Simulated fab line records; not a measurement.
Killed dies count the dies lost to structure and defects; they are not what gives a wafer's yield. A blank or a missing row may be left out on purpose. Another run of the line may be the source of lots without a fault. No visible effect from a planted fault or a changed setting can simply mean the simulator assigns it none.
fab line records :: flow n5-finfet
record
  lots=4
  wafers=12
  last-day=18
route steps=1938 shown BEOL_M10@1530 BEOL_M11@1536
lots that met no fault: from a run of the same line without faults
start-h: hours from the record's opening day to when the first of the lot's shown wafers began :: wait-h: hours from the lot's prior step to this one :: " the same as in the row above :: L1.1+2: a row that stands for several wafers :: - value missing, or start not given :: * or withheld: withheld :: < > ~ a bound
route shown NAME@n: names a module that has steps shown in the file, with the first one's number in the route :: usual: mean and standard deviation over wafers with no fault :: same: alike in all rows :: chamber/n: place in a boat :: sites: readings site by site :: _std_site: how widely they spread, as a standard deviation :: _edge_site: the outer-site mean with the inner-site mean subtracted :: radius-mm: how far each site lies from the wafer's centre :: mask NAME#n: copy n :: behind: tool/chamber where the wafer was last shaped :: hold: why the lot went on hold/how many hours it stayed there/how the hold came to an end :: device: the transistor (n, p or np) that didn't switch :: end of line: the route-end tests of the same wafers :: where a step has no rows: the recipe by itself :: killed: dies lost to structure and defects at the first sort, not the wafer's yield :: map: a wafer's dies, x killed, . not, _ none there
set.NAME: setting as actually run; set.NAME@STEP: the setting as run at that earlier step :: model.NAME: the simulator's own value behind a step, which no gauge read
lots at some steps of the route; a table a step, a row a wafer
services: a tool's chamber out of use, with start hour (start-h, from the record's first day; less than 0 if before it), hours out, and reason
## steps
# step N5_BEOL_M10_CMP_52
# recipe
  stop-on=SiCOH_lowk
  t-overpolish-s=7
  down-force-psi=1
  platen-rpm=50
  clearing-platen-down-force-psi=1.5
  clearing-platen-rpm=50
  post-cmp-clean=cu-alkaline
  target-thk-nm=140
  clearing-platen-pad-velocity-m-s=0.99484
  pad-velocity-m-s=0.99484
# step N5_BEOL_M10_PRE_CLEAN_55
# recipe
  gas=NH3
  time-s=15
  temp-c=withheld
  rf-power-w=300
# step N5_BEOL_M10_DEP_56
# recipe
  material=SiCN
  target-thk-a=150
  temp-c=withheld
  precursor=3MS/NH3
  pressure-torr=3
  rf-w=202
  time-s=26.5
# step N5_BEOL_M11_ILD_DEP_00
# recipe
  material=SiCOH_lowk
  target-thk-a=3085.1
  temp-c=300
  precursor=DEMS/porogen
  pressure-torr=5
  rf-w=500
  time-s=58
# step N5_BEOL_M11_CURE_71
# recipe
  temp-c=385
  time-s=240
  ambient=He/Ar
  material=SiCOH_lowk
# step N5_BEOL_M11_PECVD_70
# recipe
  material=SiO2
  target-thk-a=200
  temp-c=400
  precursor=TEOS/O2
  pressure-torr=5.5
  rf-w=450
  teos-flow-sccm=53.8
  gas=O2
  flow-sccm=3000
  time-s=22.7
# step N5_BEOL_M11_HM_DEP_02
# recipe
  material=TiN
  target-thk-a=200
  temp-c=25
  chamber-pressure-pa=0.49996
# step N5_BEOL_M11_COAT_59
# recipe
  resist=SOC
  temp-c=250
  time-s=60
  spin-rpm=1500
  resist-thk-nm=100
# step N5_BEOL_M11_COAT_60
# recipe
  resist=SiARC
  temp-c=220
  time-s=60
  spin-rpm=1500
  resist-thk-nm=30
# usual
  spin-speed-rpm=1499.9/1.1
lot.wafer: L424.1
tool: litho-track-02
chamber: 0
start-h: 265.53
wait-h: -
spin-speed-rpm: 1500.0
model.SiARC_of_BEOL_M11_COAT_60.thk-nm: 30.2

lot.wafer: L424.2
tool: litho-track-02
chamber: 0
start-h: 265.53
wait-h: -
spin-speed-rpm: 1501.0
model.SiARC_of_BEOL_M11_COAT_60.thk-nm: 30.2

lot.wafer: L424.4
tool: litho-track-02
chamber: 0
start-h: 265.53
wait-h: -
spin-speed-rpm: 1499.2
model.SiARC_of_BEOL_M11_COAT_60.thk-nm: 30.2

lot.wafer: L436.2
tool: litho-track-02
chamber: 0
start-h: 330.82
wait-h: -
spin-speed-rpm: 1829.2
model.SiARC_of_BEOL_M11_COAT_60.thk-nm: 27.2

lot.wafer: L436.3
tool: litho-track-02
chamber: 0
start-h: 330.82
wait-h: -
spin-speed-rpm: 1828.9
model.SiARC_of_BEOL_M11_COAT_60.thk-nm: 27.2

lot.wafer: L436.6
tool: litho-track-02
chamber: 0
start-h: 330.82
wait-h: -
spin-speed-rpm: 1828.5
model.SiARC_of_BEOL_M11_COAT_60.thk-nm: 27.2

lot.wafer: L437.3
tool: litho-track-02
chamber: 0
start-h: 336.34
wait-h: -
spin-speed-rpm: 1827.7
model.SiARC_of_BEOL_M11_COAT_60.thk-nm: 27.2

lot.wafer: L437.4
tool: litho-track-02
chamber: 0
start-h: 336.34
wait-h: -
spin-speed-rpm: 1828.7
model.SiARC_of_BEOL_M11_COAT_60.thk-nm: 27.2

lot.wafer: L437.6
tool: litho-track-02
chamber: 0
start-h: 336.34
wait-h: -
spin-speed-rpm: 1828.1
model.SiARC_of_BEOL_M11_COAT_60.thk-nm: 27.2

lot.wafer: L444.2
tool: litho-track-04
chamber: 0
start-h: 378.67
wait-h: -
spin-speed-rpm: 1502.8
model.SiARC_of_BEOL_M11_COAT_60.thk-nm: 30.2

lot.wafer: L444.4
tool: litho-track-04
chamber: 0
start-h: 378.67
wait-h: -
spin-speed-rpm: 1501.5
model.SiARC_of_BEOL_M11_COAT_60.thk-nm: 30.2

lot.wafer: L444.6
tool: litho-track-04
chamber: 0
start-h: 378.67
wait-h: -
spin-speed-rpm: 1500.5
model.SiARC_of_BEOL_M11_COAT_60.thk-nm: 30.2
# step N5_BEOL_M11_COAT_05
# recipe
  resist=CAR-ArF
  spin-rpm=1500
  resist-thk-nm=90
# step N5_BEOL_M11_EBR_07
# recipe
  solvent=PGMEA
  ebr-width-mm=1.5
# step N5_BEOL_M11_SOFTBAKE_06
# recipe
  temp-c=110
  time-s=60
  resist=CAR-ArF
# step N5_BEOL_M11_EXPOSE_08
# recipe
  mask-id=M11
  na=1.35
  source-shape=dipole
  sigma-inner=0.411
  sigma-outer=0.611
  polarization=te
  dose-mj=53.75
# step N5_BEOL_M11_PEB_09
# recipe
  peb-temp-c=withheld
  peb-time-s=60
  resist=CAR-ArF
# step N5_BEOL_M11_DEVELOP_10
# recipe
  develop-time-s=30
  developer=TMAH
  resist=CAR-ArF
  rinse-liquid=diw
  dry=air-spin
  dev-temp-c=23
# step N5_BEOL_M11_DESCUM_16
# recipe
  chemistry=O2
  time-s=7.9
  source-power-w=50
  bias-power-w=20
  pressure-mtorr=20
  rf-frequency-hz=2.712e+07
  temp-c=40
  resist=CAR-ArF
  o2-flow-sccm=225
# step N5_BEOL_M11_ETCH_61
# recipe
  chemistry=CF4
  target=SiARC
  target-depth-a=390
  mask-material=CAR-ArF
  time-s=65
  ion-energy-ev=80
  pressure-mtorr=40
  source-w=545
  bias-w=36
  Ar_flow_sccm=100
  cf4-flow-sccm=100
  ends=cleared
# usual
  drypump-motor-current-A=5.9/0.4
  etch-rf-on-time-s=65.2/1.3
  oes-product-au=0.66/0.076
  rf-vpp-V=184.4/1.3
  showerhead-plenum-p-Torr=2.17/0.076
  throttle-valve-pct=15.60/0.23
lot.wafer: L424.1
tool: rie-diel-05
chamber: 3
start-h: 266.02
wait-h: 0.0
drypump-motor-current-A: 5.8
etch-rf-on-time-s: 66.6
oes-product-au: 0.59
rf-hours-counter-h: 214
rf-vpp-V: 185.1
showerhead-plenum-p-Torr: 2.22
throttle-valve-pct: 15.89
model.etch.depth-nm: 30.11
model.CAR-ArF_of_BEOL_M11_COAT_05.thk-nm: 55.2

lot.wafer: L424.2
tool: rie-diel-05
chamber: 2
start-h: 266.02
wait-h: 0.0
drypump-motor-current-A: 5.6
etch-rf-on-time-s: 64.1
oes-product-au: 0.82
rf-hours-counter-h: 8
rf-vpp-V: 185.5
showerhead-plenum-p-Torr: 2.18
throttle-valve-pct: 15.35
model.etch.depth-nm: 30.15
model.CAR-ArF_of_BEOL_M11_COAT_05.thk-nm: 55

lot.wafer: L424.4
tool: rie-diel-05
chamber: 1
start-h: 266.02
wait-h: 0.0
drypump-motor-current-A: 6.1
etch-rf-on-time-s: 66.0
oes-product-au: 0.59
rf-hours-counter-h: 246
rf-vpp-V: 181.9
showerhead-plenum-p-Torr: 2.04
throttle-valve-pct: 15.50
model.etch.depth-nm: 30.12
model.CAR-ArF_of_BEOL_M11_COAT_05.thk-nm: 55.2

lot.wafer: L436.2
tool: rie-diel-05
chamber: 3
start-h: 331.83
wait-h: 0.0
drypump-motor-current-A: 5.8
etch-rf-on-time-s: 60.1
oes-product-au: 0.59
rf-hours-counter-h: 238
rf-vpp-V: 183.7
showerhead-plenum-p-Torr: 2.21
throttle-valve-pct: 15.94
model.etch.depth-nm: 27.13
model.CAR-ArF_of_BEOL_M11_COAT_05.thk-nm: 58

lot.wafer: L436.3
tool: rie-diel-05
chamber: 2
start-h: 331.83
wait-h: 0.0
drypump-motor-current-A: 5.6
etch-rf-on-time-s: 57.8
oes-product-au: 0.77
rf-hours-counter-h: 30
rf-vpp-V: 184.4
showerhead-plenum-p-Torr: 2.17
throttle-valve-pct: 15.37
model.etch.depth-nm: 27.17
model.CAR-ArF_of_BEOL_M11_COAT_05.thk-nm: 58.4

lot.wafer: L436.6
tool: rie-diel-05
chamber: 0
start-h: 331.83
wait-h: 0.0
drypump-motor-current-A: 5.6
etch-rf-on-time-s: 59.3
oes-product-au: 0.60
rf-hours-counter-h: -
rf-vpp-V: 182.9
showerhead-plenum-p-Torr: 2.05
throttle-valve-pct: 15.93
model.etch.depth-nm: 27.16
model.CAR-ArF_of_BEOL_M11_COAT_05.thk-nm: 58.4

lot.wafer: L437.3
tool: rie-diel-01
chamber: 2
start-h: 339.21
wait-h: 0.0
drypump-motor-current-A: 6.4
etch-rf-on-time-s: 59.0
oes-product-au: 0.60
rf-hours-counter-h: 222
rf-vpp-V: 185.2
showerhead-plenum-p-Torr: 2.03
throttle-valve-pct: 15.59
model.etch.depth-nm: 27.22
model.CAR-ArF_of_BEOL_M11_COAT_05.thk-nm: 57.8

lot.wafer: L437.4
tool: rie-diel-01
chamber: 1
start-h: 339.21
wait-h: 0.0
drypump-motor-current-A: 6.3
etch-rf-on-time-s: 57.6
oes-product-au: 0.63
rf-hours-counter-h: 201
rf-vpp-V: 183.7
showerhead-plenum-p-Torr: 2.20
throttle-valve-pct: 15.30
model.etch.depth-nm: 27.18
model.CAR-ArF_of_BEOL_M11_COAT_05.thk-nm: 58.2

lot.wafer: L437.6
tool: rie-diel-01
chamber: 0
start-h: 339.21
wait-h: 0.0
drypump-motor-current-A: 5.4
etch-rf-on-time-s: 58.6
oes-product-au: 0.66
rf-hours-counter-h: -
rf-vpp-V: 185.7
showerhead-plenum-p-Torr: 2.25
throttle-valve-pct: 15.80
model.etch.depth-nm: 27.21
model.CAR-ArF_of_BEOL_M11_COAT_05.thk-nm: 58

lot.wafer: L444.2
tool: rie-diel-01
chamber: 2
start-h: 379.16
wait-h: 0.0
drypump-motor-current-A: 6.4
etch-rf-on-time-s: 66.0
oes-product-au: 0.59
rf-hours-counter-h: 237
rf-vpp-V: 182.1
showerhead-plenum-p-Torr: 2.03
throttle-valve-pct: 15.63
model.etch.depth-nm: 30.18
model.CAR-ArF_of_BEOL_M11_COAT_05.thk-nm: 55.6

lot.wafer: L444.4
tool: rie-diel-01
chamber: 0
start-h: 379.16
wait-h: 0.0
drypump-motor-current-A: 5.4
etch-rf-on-time-s: 64.7
oes-product-au: 0.66
rf-hours-counter-h: 133
rf-vpp-V: 184.8
showerhead-plenum-p-Torr: 2.25
throttle-valve-pct: 15.81
model.etch.depth-nm: 30.21
model.CAR-ArF_of_BEOL_M11_COAT_05.thk-nm: 55.2

lot.wafer: L444.6
tool: rie-diel-01
chamber: 1
start-h: 379.16
wait-h: 0.0
drypump-motor-current-A: 6.3
etch-rf-on-time-s: 63.3
oes-product-au: 0.63
rf-hours-counter-h: -
rf-vpp-V: 186.0
showerhead-plenum-p-Torr: 2.20
throttle-valve-pct: 15.34
model.etch.depth-nm: 30.1
model.CAR-ArF_of_BEOL_M11_COAT_05.thk-nm: 55.4
# step N5_BEOL_M11_ETCH_62
# recipe
  chemistry=N2/H2
  target=SOC
  target-depth-a=1100
  overetch-a=220
  mask-material=SiARC
  temp-c=40
  time-s=165
  ion-energy-ev=200
  pressure-mtorr=30
  source-w=840
  bias-w=150
  n2-flow-sccm=200
  h2-flow-sccm=200
# usual
  drypump-motor-current-A=5.9/0.39
  oes-product-au=0.66/0.071
  rf-vpp-V=524.6/2.7
  showerhead-plenum-p-Torr=2.57/0.093
  throttle-valve-pct=17.78/0.26
lot.wafer: L424.1
tool: rie-diel-05
chamber: 3
start-h: 266.07
wait-h: 0.0
drypump-motor-current-A: 5.8
oes-product-au: 0.60
rf-hours-counter-h: 214
rf-vpp-V: 527.4
showerhead-plenum-p-Torr: 2.63
throttle-valve-pct: 18.05
model.SiARC_of_BEOL_M11_COAT_60.thk-nm: 23.8

lot.wafer: L424.2
tool: rie-diel-05
chamber: 2
start-h: 266.07
wait-h: 0.0
drypump-motor-current-A: 5.6
oes-product-au: 0.80
rf-hours-counter-h: 8
rf-vpp-V: 525.2
showerhead-plenum-p-Torr: 2.60
throttle-valve-pct: 17.60
model.SiARC_of_BEOL_M11_COAT_60.thk-nm: 23.4

lot.wafer: L424.4
tool: rie-diel-05
chamber: 1
start-h: 266.07
wait-h: 0.0
drypump-motor-current-A: 6.1
oes-product-au: 0.59
rf-hours-counter-h: 246
rf-vpp-V: 520.1
showerhead-plenum-p-Torr: 2.40
throttle-valve-pct: 17.55
model.SiARC_of_BEOL_M11_COAT_60.thk-nm: 23.8

lot.wafer: L436.2
tool: rie-diel-05
chamber: 3
start-h: 331.88
wait-h: 0.0
drypump-motor-current-A: 5.8
oes-product-au: 0.59
rf-hours-counter-h: 238
rf-vpp-V: 524.9
showerhead-plenum-p-Torr: 2.62
throttle-valve-pct: 18.10
model.SiARC_of_BEOL_M11_COAT_60.thk-nm: 20.8

lot.wafer: L436.3
tool: rie-diel-05
chamber: 2
start-h: 331.88
wait-h: 0.0
drypump-motor-current-A: 5.6
oes-product-au: 0.75
rf-hours-counter-h: 30
rf-vpp-V: 525.1
showerhead-plenum-p-Torr: 2.59
throttle-valve-pct: 17.66
model.SiARC_of_BEOL_M11_COAT_60.thk-nm: 20.4

lot.wafer: L436.6
tool: rie-diel-05
chamber: 0
start-h: 331.88
wait-h: 0.0
drypump-motor-current-A: 5.6
oes-product-au: 0.60
rf-hours-counter-h: -
rf-vpp-V: 520.5
showerhead-plenum-p-Torr: 2.42
throttle-valve-pct: 18.15
model.SiARC_of_BEOL_M11_COAT_60.thk-nm: 20.6

lot.wafer: L437.3
tool: rie-diel-01
chamber: 2
start-h: 339.26
wait-h: 0.0
drypump-motor-current-A: 6.4
oes-product-au: 0.59
rf-hours-counter-h: 222
rf-vpp-V: 519.5
showerhead-plenum-p-Torr: 2.41
throttle-valve-pct: 17.75
model.SiARC_of_BEOL_M11_COAT_60.thk-nm: 20.8

lot.wafer: L437.4
tool: rie-diel-01
chamber: 1
start-h: 339.26
wait-h: 0.0
drypump-motor-current-A: 6.3
oes-product-au: 0.63
rf-hours-counter-h: 201
rf-vpp-V: 526.4
showerhead-plenum-p-Torr: 2.63
throttle-valve-pct: 17.41
model.SiARC_of_BEOL_M11_COAT_60.thk-nm: 20.4

lot.wafer: L437.6
tool: rie-diel-01
chamber: 0
start-h: 339.26
wait-h: 0.0
drypump-motor-current-A: 5.5
oes-product-au: 0.65
rf-hours-counter-h: -
rf-vpp-V: 526.0
showerhead-plenum-p-Torr: 2.67
throttle-valve-pct: 17.92
model.SiARC_of_BEOL_M11_COAT_60.thk-nm: 20.8

lot.wafer: L444.2
tool: rie-diel-01
chamber: 2
start-h: 379.21
wait-h: 0.0
drypump-motor-current-A: 6.4
oes-product-au: 0.58
rf-hours-counter-h: 237
rf-vpp-V: 520.2
showerhead-plenum-p-Torr: 2.41
throttle-valve-pct: 17.77
model.SiARC_of_BEOL_M11_COAT_60.thk-nm: 24

lot.wafer: L444.4
tool: rie-diel-01
chamber: 0
start-h: 379.21
wait-h: 0.0
drypump-motor-current-A: 5.5
oes-product-au: 0.65
rf-hours-counter-h: 133
rf-vpp-V: 528.3
showerhead-plenum-p-Torr: 2.66
throttle-valve-pct: 17.96
model.SiARC_of_BEOL_M11_COAT_60.thk-nm: 23.8

lot.wafer: L444.6
tool: rie-diel-01
chamber: 1
start-h: 379.21
wait-h: 0.0
drypump-motor-current-A: 6.3
oes-product-au: 0.62
rf-hours-counter-h: -
rf-vpp-V: 525.7
showerhead-plenum-p-Torr: 2.62
throttle-valve-pct: 17.43
model.SiARC_of_BEOL_M11_COAT_60.thk-nm: 23.2
# step N5_BEOL_M11_STRIP_68
# recipe
  chemistry=N2/H2
  temp-c=40
  n2-flow-sccm=200
  h2-flow-sccm=200
  rf-frequency-hz=6e+07
## services
tool: rie-diel-01
chamber: -
start-h: 243.61
hours: 0.2
kind: repair

tool: rie-diel-05
chamber: 1
start-h: 280.56
hours: -
kind: clean

tool: rie-diel-05
chamber: 1
start-h: 280.56
hours: -
kind: consumable-replace:focus-ring

tool: rie-diel-05
chamber: 1
start-h: 280.56
hours: -
kind: consumable-replace:showerhead

tool: rie-diel-05
chamber: 1
start-h: 280.56
hours: 29.9
kind: scheduled-down

tool: rie-diel-05
chamber: 1
start-h: 280.56
hours: 29.9
kind: vent-cycle

tool: litho-track-02
chamber: -
start-h: 285.67
hours: -
kind: consumable-replace:filter

tool: rie-diel-05
chamber: 2
start-h: 296.80
hours: 2.9
kind: repair

tool: rie-diel-01
chamber: -
start-h: 336.07
hours: 0.2
kind: repair

tool: rie-diel-01
chamber: 0
start-h: 347.03
hours: 9.4
kind: repair

tool: rie-diel-01
chamber: 3
start-h: 356.46
hours: -
kind: clean

tool: rie-diel-01
chamber: 3
start-h: 356.46
hours: -
kind: consumable-replace:focus-ring

tool: rie-diel-01
chamber: 3
start-h: 356.46
hours: 21.5
kind: scheduled-down

tool: rie-diel-01
chamber: 3
start-h: 356.46
hours: 21.5
kind: vent-cycle

tool: rie-diel-05
chamber: 1
start-h: 366.67
hours: 2.3
kind: repair

tool: rie-diel-05
chamber: 3
start-h: 368.93
hours: -
kind: clean

tool: rie-diel-05
chamber: 3
start-h: 368.93
hours: -
kind: consumable-replace:focus-ring

tool: rie-diel-05
chamber: 3
start-h: 368.93
hours: 21.4
kind: scheduled-down

tool: rie-diel-05
chamber: 3
start-h: 368.93
hours: 21.4
kind: vent-cycle
## key
first-sign
  step=N5_BEOL_M11_COAT_60
  reading=spin-speed-rpm
  direction=up
  sigmas=99+
  usual=*
  struck=*
effect
  step=N5_BEOL_M11_ETCH_61
  reading=etch-rf-on-time-s
  direction=down
  sigmas=4.9
  usual=*
  struck=*
model-effect
  step=N5_BEOL_M11_COAT_60
  value=SiARC_of_BEOL_M11_COAT_60.thk-nm
  without=30
  struck=27.2
model-effect
  step=N5_BEOL_M11_ETCH_61
  value=etch.depth-nm
  without=30.01
  struck=27.18
model-effect
  step=N5_BEOL_M11_ETCH_62
  value=SiARC_of_BEOL_M11_COAT_60.thk-nm
  without=23.47
  struck=20.63
met-at N5_BEOL_M11_COAT_60
struck-wafers L436.2,L436.3,L436.6,L437.3,L437.4,L437.6
onset-between 265.53 330.82
fault
  kind=process-parameter-drift
  tool=litho-track-02
  chamber=-
  onset-h=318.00
  steps=N5_BEOL_M11_COAT_60
  channel=spin-rpm
  offset=*
  shape=step
  end-h=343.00
  acts-in=*
  stated=*
